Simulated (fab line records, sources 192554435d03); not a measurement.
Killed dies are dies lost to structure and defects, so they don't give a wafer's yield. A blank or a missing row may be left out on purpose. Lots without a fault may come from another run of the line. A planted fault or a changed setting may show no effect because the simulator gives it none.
fab line records | flow n5_finfet
record lots=22 wafers=66 last_day=17
route steps=1938 shown BEOL_M2@859
lots that met no fault: from a run of the same line without faults
start_h: hours from the record's first day to the start of the lot's first wafer shown | wait_h: hours since the lot's step before | " the same as in the row above | L1.1+2: a row that stands for several wafers | - no value, or no start given | * or withheld: withheld | < > ~ a bound
route shown NAME@n: a module of which the file shows steps, and the number in the route of the first | usual: mean/standard deviation of fault-free wafers | same: alike in all rows | chamber/n: place in a boat | sites: the reading at each site | _std_site: their standard deviation | _edge_site: outer sites' mean less inner sites' | radius_mm: how far each site lies from the wafer's centre | mask NAME#n: copy n | behind: the tool/chamber that last shaped the wafer | hold: why the lot was held/for how many hours/how that ended | device: the transistor (n, p or np) that didn't switch | end of line: the same wafers' tests at the end of the route | a step without rows: its recipe alone | killed: dies lost to structure and defects at the first sort, not the wafer's yield | map: a wafer's dies, x killed, . not, _ none there
set.NAME: the setting as run; set.NAME@STEP: as run at that earlier step | model.NAME: the simulator's own value behind a step, which no gauge read
steps of the route over a sample of lots; a table a step, a row a wafer
services: from which hour (start_h, from the record's first day; less than 0 if before it) a tool's chamber was out of use, for how many hours, and why
## steps
# step N5_BEOL_M2_ETCH_63
# recipe chemistry=CF4 target=SiARC target_depth_a=156 mask_material=CAR-EUV time_s=26 ion_energy_ev=80 pressure_mtorr=40 source_w=545 bias_w=36 Ar_flow_sccm=100 cf4_flow_sccm=100 ends=cleared
# usual drypump_motor_current_A=5.8/0.34 etch_rf_on_time_s=25.8/0.41 mfc_ar_sccm=100.05/0.28 oes_product_au=0.67/0.066 rf_vpp_V=184.3/1.1 showerhead_plenum_p_Torr=2.17/0.062 throttle_valve_pct=15.64/0.27
# columns lot.wafer tool chamber start_h wait_h drypump_motor_current_A etch_rf_on_time_s mfc_ar_sccm oes_product_au rf_hours_counter_h rf_vpp_V showerhead_plenum_p_Torr throttle_valve_pct
L074.4 rie_diel-03 3 129.76 0.0 5.5 26.3 100.51 0.63 164 183.3 2.14 15.91
L074.5 " 3 " " 5.5 26.6 101.00 0.63 - 185.0 2.14 15.90
L074.6 " 0 " " 5.7 26.5 100.12 0.60 - 184.3 2.20 15.86
L075.1 rie_diel-05 3 136.22 0.0 5.8 25.0 99.55 0.76 39 184.0 2.10 15.44
L075.3 " 1 " " 5.5 26.2 100.05 0.61 171 185.2 2.22 15.68
L075.6 " 1 " " 5.5 26.2 100.11 0.61 - 184.6 2.22 15.69
L076.1 rie_diel-03 2 147.43 0.0 5.8 25.7 100.18 0.77 38 185.4 2.26 15.25
L076.3 " 3 " " 5.5 26.3 100.23 0.62 170 184.9 2.13 15.91
L076.5 " 3 " " 5.6 26.0 99.80 0.63 - 184.5 2.13 15.90
L077.1 rie_diel-05 0 148.96 0.0 5.6 25.5 100.20 0.75 28 184.4 2.27 15.27
L077.2 " 1 " " 5.5 26.4 100.11 0.61 176 185.8 2.22 15.70
L077.5 " 3 " " 5.8 25.5 100.00 0.74 - 183.4 2.09 15.43
L078.1 rie_diel-05 2 157.02 0.0 5.5 25.7 99.39 0.73 45 184.6 2.17 15.46
L078.3 " 3 " " 5.8 25.4 100.14 0.74 45 182.4 2.09 15.45
L078.5 " 3 " " 5.8 25.6 100.42 0.73 - 183.8 2.09 15.44
L079.2 rie_diel-04 2 160.96 0.0 6.1 26.6 99.95 0.64 156 182.4 2.14 15.96
L079.4 " 1 " " 6.5 26.1 100.40 0.58 239 182.9 2.20 15.98
L079.5 " 3 " " 6.3 25.8 100.05 0.65 - 185.1 2.14 15.92
L080.1 rie_diel-04 3 165.82 0.0 6.2 25.6 100.44 0.66 172 184.6 2.14 15.94
L080.4 " 1 " " 6.5 25.8 100.10 0.58 240 184.7 2.20 15.97
L080.6 " 1 " " 6.5 25.8 100.07 0.59 - 185.1 2.20 15.98
L083.3 rie_diel-03 2 196.96 0.0 5.8 25.7 100.30 0.74 53 187.1 2.26 15.29
L083.4 " 3 " " 5.5 26.2 99.98 0.61 186 183.7 2.13 15.93
L083.5 " 0 " " 5.7 26.3 100.19 0.58 - 183.7 2.19 15.92
L084.4 rie_diel-05 3 200.25 0.0 5.8 25.3 99.32 0.71 60 182.3 2.09 15.49
L084.5 " 2 " " 5.5 25.8 100.45 0.72 - 184.7 2.17 15.48
L084.6 " 1 " " 5.5 26.3 100.36 0.59 - 185.6 2.21 15.74
L085.2 rie_diel-05 3 201.02 0.0 5.8 25.3 99.79 0.72 60 182.4 2.09 15.48
L085.4 " 1 " " 5.5 26.3 99.89 0.60 193 184.4 2.21 15.73
L085.5 " 1 " " 5.5 26.4 99.55 0.59 - 183.7 2.21 15.74
L086.1 rie_diel-03 1 203.82 0.0 5.4 25.2 100.21 0.64 174 183.9 2.05 15.24
L086.2 " 3 " " 5.5 25.9 100.24 0.62 188 184.3 2.13 15.96
L086.6 " 2 " " 5.7 25.4 100.03 0.76 - 184.2 2.26 15.29
L087.1 rie_diel-04 2 204.21 0.0 6.1 25.9 100.46 0.64 171 184.2 2.13 15.98
L087.2 " 0 " " 6.3 25.6 100.13 0.60 236 184.8 2.20 15.75
L087.3 " 3 " " 6.2 25.6 99.38 0.64 187 184.6 2.13 15.95
L088.1 rie_diel-04 1 220.09 0.0 6.5 25.4 100.08 0.85 3 182.8 2.20 15.51
L088.4 " 2 " " 6.1 26.1 99.80 0.63 179 184.7 2.13 16.02
L088.5 " 2 " " 6.1 26.5 99.90 0.63 - 184.1 2.13 16.00
L089.1 rie_diel-03 2 225.20 0.0 5.8 25.9 100.05 0.73 63 184.4 2.25 15.29
L089.3 " 1 " " 5.4 26.0 100.07 0.62 182 181.2 2.04 15.26
L089.6 " 2 " " 5.8 26.0 99.74 0.73 - 184.1 2.25 15.31
L090.3 rie_diel-05 3 232.32 0.0 5.8 25.3 100.00 0.71 73 183.7 2.08 15.52
L090.4 " 1 " " 5.5 26.3 99.76 0.59 205 185.1 2.21 15.75
L090.6 " 3 " " 5.8 25.3 100.10 0.71 - 183.9 2.08 15.51
L091.1 rie_diel-05 0 236.06 0.0 5.7 25.4 100.33 0.71 56 186.4 2.26 15.32
L091.2 " 2 " " 5.5 25.5 100.23 0.71 73 183.7 2.16 15.52
L091.6 " 3 " " 5.8 25.0 100.15 0.71 - 185.5 2.08 15.50
L092.1 rie_diel-04 3 252.54 0.0 6.3 25.8 100.57 0.63 205 183.5 2.13 15.98
L092.2 " 2 " " 6.0 26.5 99.93 0.62 192 181.6 2.12 16.04
L092.3 " 1 " " 6.5 25.8 100.11 0.80 16 183.6 2.19 15.54
L093.3 rie_diel-05 1 254.23 0.0 5.5 25.7 100.12 0.59 213 186.0 2.20 15.75
L093.4 " 2 " " 5.5 25.4 99.90 0.70 79 184.4 2.16 15.52
L093.6 " 0 " " 5.7 25.2 99.89 0.71 - 184.4 2.26 15.33
L094.1 rie_diel-05 0 255.18 0.0 5.7 25.2 100.30 0.71 63 184.4 2.26 15.33
L094.4 " 1 " " 5.5 26.3 99.99 0.59 213 185.0 2.20 15.77
L094.6 " 0 " " 5.7 25.2 100.00 0.72 - 186.5 2.26 15.34
L095.1 rie_diel-05 2 258.66 0.0 5.5 25.8 100.42 0.70 81 182.0 2.16 15.54
L095.4 " 1 " " 5.5 26.0 99.80 0.59 - 183.2 2.20 15.77
L095.5 " 2 " " 5.5 25.8 100.06 0.70 - 184.1 2.16 15.54
L097.2 rie_diel-04 3 269.83 0.0 6.2 26.1 100.07 0.62 211 183.6 2.12 16.00
L097.3 " 1 " " 6.4 25.7 100.16 0.79 22 184.8 2.19 15.56
L097.6 " 2 " " 6.0 26.7 99.92 0.61 - 184.0 2.12 16.05
L096.3 rie_diel-03 0 278.41 0.0 5.7 25.5 99.89 0.83 11 184.8 2.19 15.47
L096.4 " 2 " " 5.7 25.8 100.08 0.72 84 185.7 2.25 15.35
L096.6 " 1 " " 5.4 25.7 99.68 0.62 - 181.0 2.04 15.30
# step N5_BEOL_M2_DESCUM_33
# recipe chemistry=O2 time_s=7 source_power_w=50 bias_power_w=20 pressure_mtorr=20 rf_frequency_hz=2.712e+07 temp_c=40 resist=CAR-EUV o2_flow_sccm=225
# usual bias_power_w=20.00/0.06 drypump_motor_current_A=5.8/0.34 o2_flow_sccm=225.1/0.66 oes_product_au=0.77/0.083 rf_vpp_V=243.5/1.3 showerhead_plenum_p_Torr=2.12/0.065 throttle_valve_pct=20.49/0.26
# columns lot.wafer tool chamber start_h wait_h bias_power_w drypump_motor_current_A o2_flow_sccm oes_product_au rf_hours_counter_h rf_vpp_V showerhead_plenum_p_Torr throttle_valve_pct
L074.4 rie_diel-04 3 130.92 0.4 19.97 6.2 224.7 0.76 - 242.3 2.08 20.64
L074.5 " 1 " " 20.08 6.5 225.8 0.69 - 244.3 2.16 20.70
L074.6 " 0 " " 19.99 6.3 225.1 0.72 - 245.7 2.17 20.56
L075.1 rie_diel-04 2 137.15 0.0 19.94 6.1 226.0 0.77 148 243.0 2.08 20.73
L075.3 " 3 " " 20.07 6.2 223.7 0.76 163 243.7 2.08 20.65
L075.6 " 0 " " 19.95 6.3 225.9 0.72 - 245.3 2.17 20.57
L076.1 rie_diel-05 0 148.66 0.2 19.92 5.6 225.7 0.88 28 244.8 2.22 20.07
L076.3 " 3 " " 19.96 5.8 225.6 0.86 43 243.2 2.05 20.35
L076.5 " 1 " " 20.04 5.5 224.9 0.71 - 243.5 2.17 20.51
L077.1 rie_diel-04 1 149.91 0.0 20.01 6.4 225.2 0.69 236 244.8 2.15 20.72
L077.2 " 0 " " 20.02 6.3 225.3 0.72 218 243.9 2.17 20.57
L077.5 " 0 " " 20.04 6.2 225.1 0.71 - 243.6 2.17 20.57
L078.1 rie_diel-05 3 158.04 0.1 20.01 5.8 225.7 0.86 46 240.6 2.05 20.34
L078.3 " 1 " " 20.03 5.5 224.8 0.71 179 244.5 2.17 20.51
L078.5 " 3 " " 20.03 5.9 225.0 0.85 - 243.2 2.05 20.35
L079.2 rie_diel-04 3 161.91 0.0 20.00 6.3 225.8 0.75 171 242.0 2.08 20.65
L079.4 " 1 " " 19.92 6.4 225.1 0.69 239 243.8 2.15 20.71
L079.5 " 2 " " 20.00 6.1 224.4 0.76 - 242.3 2.08 20.74
L080.1 rie_diel-03 2 166.78 0.0 19.97 5.8 224.5 0.89 45 244.4 2.22 20.13
L080.4 " 1 " " 20.03 5.4 225.0 0.75 161 241.8 2.00 20.00
L080.6 " 0 " " 19.99 5.7 224.7 0.68 - 245.3 2.16 20.74
L083.3 rie_diel-05 2 197.94 0.0 19.93 5.5 224.8 0.84 58 245.2 2.12 20.35
L083.4 " 3 " " 19.98 5.8 224.6 0.84 59 241.3 2.04 20.37
L083.5 " 1 " " 20.11 5.5 225.5 0.70 - 246.1 2.17 20.52
L084.4 rie_diel-04 0 201.11 0.0 20.11 6.3 224.3 0.71 - 243.8 2.16 20.59
L084.5 " 2 " " 20.03 6.1 225.4 0.75 - 242.9 2.08 20.75
L084.6 " 3 " " 19.89 6.2 224.1 0.74 - 242.3 2.07 20.67
L085.2 rie_diel-03 3 201.96 0.1 19.95 5.6 224.5 0.71 187 242.9 2.09 20.79
L085.4 " 0 " " 20.01 5.6 225.4 0.66 240 243.8 2.15 20.74
L085.5 " 0 " " 19.99 5.6 225.9 0.66 - 244.4 2.15 20.72
L086.1 rie_diel-03 3 204.71 0.1 20.05 5.5 224.7 0.72 188 244.3 2.09 20.80
L086.2 " 1 " " 20.00 5.4 225.4 0.73 175 240.7 2.00 20.01
L086.6 " 3 " " 20.01 5.5 223.6 0.71 - 243.0 2.09 20.81
L087.1 rie_diel-03 1 205.03 0.0 20.00 5.4 225.4 0.73 175 241.9 2.00 20.02
L087.2 " 2 " " 20.09 5.8 225.1 0.88 56 245.0 2.22 20.16
L087.3 " 3 " " 19.97 5.5 225.3 0.72 188 243.5 2.09 20.81
L088.1 rie_diel-04 2 220.92 0.0 20.11 6.0 225.6 0.74 179 243.3 2.07 20.76
L088.4 " 1 " " 19.90 6.4 225.1 1.00 3 246.0 2.15 20.40
L088.5 " 3 " " 19.97 6.2 224.1 0.74 - 243.1 2.07 20.69
L089.1 rie_diel-03 0 226.15 0.0 19.92 5.6 224.8 0.67 248 243.0 2.15 20.76
L089.3 " 3 " " 19.91 5.6 224.8 0.73 195 243.8 2.08 20.81
L089.6 " 2 " " 20.05 5.8 225.8 0.87 - 245.3 2.22 20.17
L090.3 rie_diel-03 3 233.21 0.0 19.99 5.5 224.7 0.71 198 242.5 2.08 20.84
L090.4 " 3 " " 19.93 5.5 224.9 0.72 - 243.5 2.08 20.84
L090.6 " 2 " " 20.00 5.8 224.8 0.86 - 244.7 2.22 20.17
L091.1 rie_diel-03 2 237.03 0.0 19.95 5.7 225.2 0.86 68 246.3 2.21 20.17
L091.2 " 1 " " 19.94 5.4 225.1 0.72 186 241.7 1.99 20.04
L091.6 " 1 " " 19.88 5.4 224.8 0.73 - 241.4 1.99 20.05
L092.1 rie_diel-03 2 253.49 0.0 19.92 5.8 224.7 0.84 75 246.4 2.21 20.18
L092.2 " 3 " " 20.09 5.6 225.9 0.71 207 242.6 2.08 20.84
L092.3 " 1 " " 19.97 5.4 224.9 0.72 195 242.0 1.99 20.06
L093.3 rie_diel-04 2 255.06 0.0 20.07 6.1 226.1 0.73 193 243.6 2.07 20.79
L093.4 " 1 " " 19.98 6.4 224.6 0.93 - 244.4 2.14 20.41
L093.6 " 2 " " 20.09 6.1 225.2 0.73 - 242.0 2.07 20.79
L094.1 rie_diel-03 1 256.15 0.0 20.02 5.4 225.0 0.71 195 242.1 1.99 20.06
L094.4 " 0 " " 19.97 5.7 225.3 1.00 4 243.3 2.15 20.40
L094.6 " 3 " " 20.12 5.5 225.8 0.71 - 241.8 2.08 20.83
L095.1 rie_diel-05 2 259.84 0.3 19.95 5.5 224.2 0.83 82 242.1 2.12 20.40
L095.4 " 3 " " 20.07 5.8 224.9 0.81 - 241.6 2.03 20.39
L095.5 " 2 " " 19.96 5.5 224.0 0.83 - 244.2 2.12 20.39
L097.2 rie_diel-05 2 270.66 0.0 20.04 5.5 224.1 0.81 86 244.5 2.11 20.41
L097.3 " 3 " " 19.94 5.8 225.5 0.80 88 242.6 2.03 20.42
L097.6 " 0 " " 20.02 5.6 225.7 0.83 - 244.6 2.21 20.13
L096.3 rie_diel-04 3 279.36 0.0 20.04 6.3 225.7 0.72 216 243.2 2.06 20.71
L096.4 " 1 " " 20.14 6.4 226.0 0.91 27 243.3 2.14 20.42
L096.6 " 3 " " 20.09 6.2 226.2 0.73 - 243.9 2.06 20.72
# step N5_BEOL_M2_STRIP_36
# recipe chemistry=N2/H2 power_w=450 temp_c=40 pressure_mtorr=20 rf_frequency_hz=6e+07 overash_fraction=0.3 bias_power_w=7 h2_frac=0.5 n2_flow_sccm=200 h2_flow_sccm=200
# usual bias_power_w=7.001/0.019 drypump_motor_current_A=5.72/0.27 oes_product_au=0.78/0.088 rf_vpp_V=59.2/1.4 showerhead_plenum_p_Torr=2.57/0.086 throttle_valve_pct=23.6/0.32
# columns lot.wafer tool chamber start_h wait_h bias_power_w drypump_motor_current_A oes_product_au rf_hours_counter_h rf_vpp_V showerhead_plenum_p_Torr throttle_valve_pct
L074.4 rie_diel-04 3 131.38 0.0 7.008 6.29 0.75 - 58.2 2.54 23.8
L074.5 " 0 " " 6.980 6.25 0.72 - 60.3 2.62 23.7
L074.6 " 1 " " 7.000 6.51 0.68 - 57.7 2.61 23.7
L075.1 rie_diel-03 2 143.31 0.0 7.008 5.76 0.91 36 59.8 2.69 23.2
L075.3 " 3 " " 7.002 5.57 0.75 168 59.9 2.53 23.9
L075.6 " 3 " " 7.000 5.53 0.74 - 57.1 2.53 23.9
L076.1 rie_diel-03 1 149.13 0.0 6.977 5.42 0.74 156 60.3 2.43 23.2
L076.3 " 0 " " 7.009 5.65 0.69 222 58.8 2.61 23.9
L076.5 " 3 " " 6.995 5.55 0.73 - 58.3 2.53 23.9
L077.1 rie_diel-05 3 150.97 0.0 7.006 5.85 0.85 44 59.5 2.46 23.4
L077.2 " 1 " " 6.990 5.50 0.71 176 60.4 2.64 23.8
L077.5 " 3 " " 6.997 5.83 0.85 - 59.2 2.46 23.4
L078.1 rie_diel-03 0 167.46 0.0 7.041 5.68 0.67 228 60.0 2.61 23.9
L078.3 " 1 " " 7.020 5.50 0.75 162 57.0 2.43 23.3
L078.5 " 2 " " 7.025 5.77 0.89 - 59.3 2.69 23.2
L079.2 rie_diel-03 3 168.70 0.0 6.968 5.53 0.73 177 59.0 2.53 23.9
L079.4 " 2 " " 6.985 5.77 0.90 45 60.3 2.69 23.2
L079.5 " 3 " " 6.983 5.53 0.73 - 56.4 2.53 23.9
L080.1 rie_diel-03 3 170.99 0.0 6.999 5.54 0.73 179 59.1 2.53 23.9
L080.4 " 0 " " 6.953 5.68 0.68 230 57.5 2.61 23.9
L080.6 " 2 " " 6.986 5.77 0.88 - 60.9 2.69 23.2
L083.3 rie_diel-05 2 199.23 0.0 6.961 5.51 0.85 59 56.8 2.57 23.5
L083.4 " 3 " " 7.005 5.83 0.84 59 57.4 2.46 23.5
L083.5 " 2 " " 6.984 5.54 0.85 - 60.5 2.57 23.5
L084.4 rie_diel-04 2 202.96 0.0 6.996 6.07 0.75 - 58.3 2.54 24.3
L084.5 " 0 " " 7.001 6.27 0.71 - 59.1 2.61 23.8
L084.6 " 3 " " 6.994 6.21 0.74 - 59.6 2.53 23.9
L085.2 rie_diel-05 0 203.50 0.0 7.015 5.67 0.85 46 59.5 2.68 23.1
L085.4 " 1 " " 6.967 5.53 0.69 194 60.6 2.64 23.8
L085.5 " 1 " " 6.994 5.52 0.69 - 58.6 2.64 23.8
L086.1 rie_diel-03 2 211.44 0.0 7.030 5.76 0.87 58 60.5 2.68 23.2
L086.2 " 1 " " 7.029 5.44 0.73 176 57.6 2.42 23.3
L086.6 " 2 " " 7.023 5.78 0.88 - 58.3 2.68 23.2
L087.1 rie_diel-04 0 211.47 0.0 6.987 6.37 0.70 239 59.0 2.61 23.8
L087.2 " 3 " " 7.009 6.27 0.73 190 58.8 2.52 23.9
L087.3 " 2 " " 7.032 6.05 0.75 175 60.7 2.54 24.3
L088.1 rie_diel-05 2 221.41 0.0 6.976 5.50 0.84 67 57.7 2.56 23.5
L088.4 " 2 " " 6.988 5.50 0.83 - 57.9 2.56 23.5
L088.5 " 3 " " 7.003 5.82 0.81 - 61.1 2.45 23.4
L089.1 rie_diel-03 1 226.61 0.0 7.029 5.44 0.72 182 60.3 2.42 23.3
L089.3 " 3 " " 6.998 5.57 0.72 195 56.3 2.52 23.9
L089.6 " 0 " " 6.979 5.64 0.67 - 61.0 2.60 23.9
L090.3 rie_diel-05 3 241.00 0.0 7.029 5.81 0.81 75 59.7 2.45 23.4
L090.4 " 1 " " 6.999 5.50 0.69 207 60.3 2.63 23.8
L090.6 " 3 " " 7.001 5.85 0.82 - 57.8 2.45 23.4
L091.1 rie_diel-04 2 248.24 0.0 7.020 6.07 0.73 190 61.2 2.53 24.4
L091.2 " 1 " " 6.966 6.47 0.94 14 59.7 2.60 23.5
L091.6 " 1 " " 6.986 6.45 0.94 - 60.2 2.60 23.4
L092.1 rie_diel-05 2 254.02 0.0 7.024 5.50 0.83 79 58.3 2.56 23.6
L092.2 " 3 " " 7.025 5.83 0.80 81 59.7 2.45 23.5
L092.3 " 0 " " 7.007 5.63 0.82 62 57.3 2.68 23.2
L093.3 rie_diel-03 3 256.92 0.0 7.005 5.52 0.71 208 60.5 2.51 23.9
L093.4 " 0 " " 7.014 5.62 0.98 4 61.3 2.60 23.6
L093.6 " 3 " " 6.978 5.55 0.71 - 58.4 2.51 23.9
L094.1 rie_diel-03 0 259.89 0.0 7.002 5.67 0.99 5 58.4 2.60 23.6
L094.4 " 1 " " 7.019 5.37 0.71 196 57.0 2.42 23.3
L094.6 " 1 " " 7.026 5.38 0.72 - 57.0 2.42 23.3
L095.1 rie_diel-03 2 261.51 0.0 7.042 5.77 0.85 78 59.6 2.67 23.2
L095.4 " 3 " " 6.987 5.54 0.72 210 60.4 2.51 24.0
L095.5 " 0 " " 6.996 5.70 0.99 - 58.8 2.60 23.6
L097.2 rie_diel-03 3 271.92 0.0 6.981 5.49 0.70 213 57.4 2.51 23.9
L097.3 " 1 " " 7.005 5.43 0.70 200 59.3 2.41 23.3
L097.6 " 2 " " 6.994 5.79 0.84 - 58.3 2.67 23.2
L096.3 rie_diel-03 0 282.20 0.0 6.996 5.67 0.95 12 60.1 2.60 23.6
L096.4 " 1 " " 6.980 5.45 0.71 204 58.8 2.41 23.3
L096.6 " 1 " " 7.002 5.46 0.70 - 59.6 2.41 23.3
# step N5_BEOL_M2_SURFACE_TREAT_85
# recipe gas=Ar time_s=* ion_energy_ev=* ion_current_ma_cm2=0.5 pressure_mtorr=* ar_flow_sccm=30
# usual pressure_mtorr=* throttle_valve_pct=*
# columns lot.wafer tool chamber start_h wait_h pressure_mtorr throttle_valve_pct
L074.4 pvd_sputter-01 - 132.08 0.1 * *
L074.5 " - " " * *
L074.6 " - " " * *
L075.1 pvd_sputter-03 - 144.21 0.1 * *
L075.3 " - " " * *
L075.6 " - " " * *
L076.1 pvd_sputter-03 - 150.66 0.2 * *
L076.3 " - " " * *
L076.5 " - " " * *
L077.1 pvd_sputter-01 - 152.05 0.1 * *
L077.2 " - " " * *
L077.5 " - " " * *
L078.1 pvd_sputter-01 - 168.37 0.2 * *
L078.3 " - " " * *
L078.5 " - " " * *
L079.2 pvd_sputter-03 - 170.51 1.2 * *
L079.4 " - " " * *
L079.5 " - " " * *
L080.1 pvd_sputter-02 - 172.23 0.2 * *
L080.4 " - " " * *
L080.6 " - " " * *
L083.3 pvd_sputter-03 - 200.75 0.3 * *
L083.4 " - " " * *
L083.5 " - " " * *
L084.4 pvd_sputter-02 - 204.06 0.3 * *
L084.5 " - " " * *
L084.6 " - " " * *
L085.2 pvd_sputter-01 - 204.88 0.3 * *
L085.4 " - " " * *
L085.5 " - " " * *
L086.1 pvd_sputter-02 - 212.35 0.1 * *
L086.2 " - " " * *
L086.6 " - " " * *
L087.1 pvd_sputter-02 - 212.56 0.3 * *
L087.2 " - " " * *
L087.3 " - " " * *
L088.1 pvd_sputter-03 - 222.13 0.1 * *
L088.4 " - " " * *
L088.5 " - " " * *
L089.1 pvd_sputter-02 - 227.68 0.3 * *
L089.3 " - " " * *
L089.6 " - " " * *
L090.3 pvd_sputter-02 - 242.41 0.2 * *
L090.4 " - " " * *
L090.6 " - " " * *
L091.1 pvd_sputter-03 - 249.21 0.2 * *
L091.2 " - " " * *
L091.6 " - " " * *
L092.1 pvd_sputter-02 - 254.88 0.1 * *
L092.2 " - " " * *
L092.3 " - " " * *
L093.3 pvd_sputter-01 - 257.87 0.2 * *
L093.4 " - " " * *
L093.6 " - " " * *
L094.1 pvd_sputter-02 - 260.76 0.1 * *
L094.4 " - " " * *
L094.6 " - " " * *
L095.1 pvd_sputter-01 - 263.24 0.3 * *
L095.4 " - " " * *
L095.5 " - " " * *
L097.2 pvd_sputter-01 - 272.94 0.4 * *
L097.3 " - " " * *
L097.6 " - " " * *
L096.3 pvd_sputter-02 - 283.07 0.3 * *
L096.4 " - " " * *
L096.6 " - " " * *
# step N5_BEOL_M2_ANNEAL_82
# recipe temp_c=400 time_s=240 ambient=vacuum
# usual heater_power_w=871/67
# columns lot.wafer tool chamber start_h wait_h heater_power_w
L074.4 pvd_sputter-01 - 133.03 0.0 870
L074.5 " - " " 840
L074.6 " - " " 910
L075.1 pvd_sputter-01 - 144.95 0.0 865
L075.3 " - " " 856
L075.6 " - " " 838
L076.1 pvd_sputter-03 - 151.46 0.0 860
L076.3 " - " " 812
L076.5 " - " " 806
L077.1 pvd_sputter-01 - 152.79 0.0 810
L077.2 " - " " 862
L077.5 " - " " 878
L078.1 pvd_sputter-03 - 169.11 0.0 805
L078.3 " - " " 934
L078.5 " - " " 827
L079.2 pvd_sputter-03 - 171.31 0.0 812
L079.4 " - " " 812
L079.5 " - " " 796
L080.1 pvd_sputter-03 - 173.23 0.0 931
L080.4 " - " " 874
L080.6 " - " " 824
L083.3 pvd_sputter-02 - 201.67 0.0 858
L083.4 " - " " 915
L083.5 " - " " 904
L084.4 pvd_sputter-02 - 204.82 0.0 812
L084.5 " - " " 847
L084.6 " - " " 877
L085.2 pvd_sputter-01 - 205.66 0.0 861
L085.4 " - " " 849
L085.5 " - " " 877
L086.1 pvd_sputter-02 - 213.27 0.0 802
L086.2 " - " " 880
L086.6 " - " " 902
L087.1 pvd_sputter-01 - 213.51 0.0 863
L087.2 " - " " 868
L087.3 " - " " 826
L088.1 pvd_sputter-03 - 223.02 0.0 878
L088.4 " - " " 822
L088.5 " - " " 810
L089.1 pvd_sputter-02 - 228.64 0.0 904
L089.3 " - " " 804
L089.6 " - " " 780
L090.3 pvd_sputter-03 - 243.21 0.0 799
L090.4 " - " " 797
L090.6 " - " " 954
L091.1 pvd_sputter-02 - 249.95 0.0 852
L091.2 " - " " 1070
L091.6 " - " " 903
L092.1 pvd_sputter-03 - 255.72 0.0 924
L092.2 " - " " 808
L092.3 " - " " 798
L093.3 pvd_sputter-03 - 258.69 0.0 822
L093.4 " - " " 942
L093.6 " - " " 794
L094.1 pvd_sputter-01 - 261.52 0.0 856
L094.4 " - " " 865
L094.6 " - " " 862
L095.1 pvd_sputter-03 - 264.01 0.0 818
L095.4 " - " " 917
L095.5 " - " " 791
L097.2 pvd_sputter-03 - 274.48 0.0 805
L097.3 " - " " 807
L097.6 " - " " 818
L096.3 pvd_sputter-02 - 284.09 0.0 788
L096.4 " - " " 879
L096.6 " - " " 1069
# step N5_BEOL_M2_ANNEAL_95
# recipe temp_c=400 time_s=240 ambient=vacuum
# usual heater_power_w=870/69
# columns lot.wafer tool chamber start_h wait_h heater_power_w
L074.4 pvd_sputter-01 - 134.13 0.0 860
L074.5 " - " " 821
L074.6 " - " " 894
L075.1 pvd_sputter-01 - 146.05 0.0 882
L075.3 " - " " 860
L075.6 " - " " 835
L076.1 pvd_sputter-03 - 152.56 0.0 881
L076.3 " - " " 798
L076.5 " - " " 809
L077.1 pvd_sputter-01 - 153.89 0.0 857
L077.2 " - " " 857
L077.5 " - " " 878
L078.1 pvd_sputter-03 - 170.21 0.0 818
L078.3 " - " " 925
L078.5 " - " " 824
L079.2 pvd_sputter-03 - 172.41 0.0 832
L079.4 " - " " 818
L079.5 " - " " 807
L080.1 pvd_sputter-03 - 174.33 0.0 941
L080.4 " - " " 866
L080.6 " - " " 812
L083.3 pvd_sputter-02 - 202.77 0.0 870
L083.4 " - " " 922
L083.5 " - " " 920
L084.4 pvd_sputter-02 - 205.92 0.0 783
L084.5 " - " " 858
L084.6 " - " " 896
L085.2 pvd_sputter-01 - 206.76 0.0 868
L085.4 " - " " 844
L085.5 " - " " 850
L086.1 pvd_sputter-02 - 214.37 0.0 794
L086.2 " - " " 867
L086.6 " - " " 901
L087.1 pvd_sputter-01 - 214.61 0.0 853
L087.2 " - " " 875
L087.3 " - " " 840
L088.1 pvd_sputter-03 - 224.12 0.0 831
L088.4 " - " " 795
L088.5 " - " " 824
L089.1 pvd_sputter-02 - 229.74 0.0 905
L089.3 " - " " 776
L089.6 " - " " 806
L090.3 pvd_sputter-03 - 244.31 0.0 808
L090.4 " - " " 811
L090.6 " - " " 954
L091.1 pvd_sputter-02 - 251.05 0.0 877
L091.2 " - " " 1082
L091.6 " - " " 850
L092.1 pvd_sputter-03 - 256.82 0.0 947
L092.2 " - " " 821
L092.3 " - " " 825
L093.3 pvd_sputter-03 - 259.79 0.0 805
L093.4 " - " " 920
L093.6 " - " " 812
L094.1 pvd_sputter-01 - 262.62 0.0 835
L094.4 " - " " 855
L094.6 " - " " 832
L095.1 pvd_sputter-03 - 265.11 0.0 814
L095.4 " - " " 941
L095.5 " - " " 798
L097.2 pvd_sputter-03 - 275.58 0.0 824
L097.3 " - " " 802
L097.6 " - " " 805
L096.3 pvd_sputter-02 - 285.19 0.0 790
L096.4 " - " " 859
L096.6 " - " " 1072
## services
# columns tool chamber start_h hours kind
pvd_sputter-02 - 106.02 18.2 repair
rie_diel-03 - 112.50 2.8 repair
rie_diel-04 2 116.92 6.0 repair
pvd_sputter-03 - 131.77 0.5 repair
pvd_sputter-03 - 135.06 2.9 repair
rie_diel-04 1 198.07 - clean
rie_diel-04 1 198.07 - consumable_replace:focus_ring
rie_diel-04 1 198.07 16.8 scheduled_down
rie_diel-04 1 198.07 16.8 vent_cycle
rie_diel-05 0 219.57 8.4 repair
rie_diel-03 0 230.47 - clean
rie_diel-03 0 230.47 - consumable_replace:focus_ring
rie_diel-03 0 230.47 17.0 scheduled_down
rie_diel-03 0 230.47 17.0 vent_cycle
rie_diel-05 2 241.26 2.6 repair
rie_diel-04 0 242.74 - clean
rie_diel-04 0 242.74 - consumable_replace:focus_ring
rie_diel-04 0 242.74 14.2 scheduled_down
rie_diel-04 0 242.74 14.2 vent_cycle
rie_diel-05 0 255.58 11.1 repair
rie_diel-04 0 266.18 6.3 repair
## key
fault none
